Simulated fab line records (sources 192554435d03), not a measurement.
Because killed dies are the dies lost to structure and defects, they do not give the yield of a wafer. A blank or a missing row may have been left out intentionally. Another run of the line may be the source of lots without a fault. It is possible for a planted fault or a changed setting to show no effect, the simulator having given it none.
Matching of chambers | flow n5_finfet | N5_BEOL_M1_PRE_CLEAN_60 on cvd_co-01 has 3 sister chambers
The step time 15 s. 6 wafers are shown with their chamber, then 12 later ones without.

== WAFERS, EACH WITH ITS CHAMBER ==
wafer  | chamber | heater_power_w (W)
L080.3 | 0       | 81
L080.6 | 0       | 80
L084.5 | 1       | 84
L088.1 | 1       | 82
L088.2 | 2       | 48
L088.6 | 2       | 48

== WAFERS WHOSE CHAMBER IS MISSING ==
wafer  | heater_power_w (W)
L086.1 | 80
L086.3 | 81
L086.4 | 82
L090.3 | 80
L090.4 | 82
L090.6 | 48
L092.1 | 47
L092.2 | 80
L092.6 | 47
L096.1 | 47
L096.2 | 81
L096.5 | 48

== WHICH CHAMBER EACH ONE RAN IN ==
wafer  | from the rows above     | in truth
L086.1 | 0                       | 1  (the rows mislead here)
L086.3 | can't be placed: 0 or 1 | 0
L086.4 | can't be placed: 1 or 0 | 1
L090.3 | 0                       | 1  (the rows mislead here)
L090.4 | can't be placed: 1 or 0 | 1
L090.6 | 2                       | 2
L092.1 | 2                       | 2
L092.2 | 0                       | 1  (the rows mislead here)
L092.6 | 2                       | 2
L096.1 | 2                       | 2
L096.2 | can't be placed: 0 or 1 | 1
L096.5 | 2                       | 2
Correct placement for 5 of the 12. From these rows, 4 cannot be placed; in 4 the true chamber is one of the candidates. 3 placed wrongly.
How it was worked out, from the rows above alone: a wafer's distance from a chamber is the root of the sum, over the readings, of the square of ((its reading less the chamber's mean) divided by the reading's scatter). If the next closest chamber is less than 2 further off than the closest, the wafer can't be placed; otherwise it belongs to the closest. Each chamber's mean is taken over the wafers shown for it. The scatter: take each reading less its chamber's mean, square it, sum over the shown wafers, divide by the number of wafers less the number of chambers, and take the root.
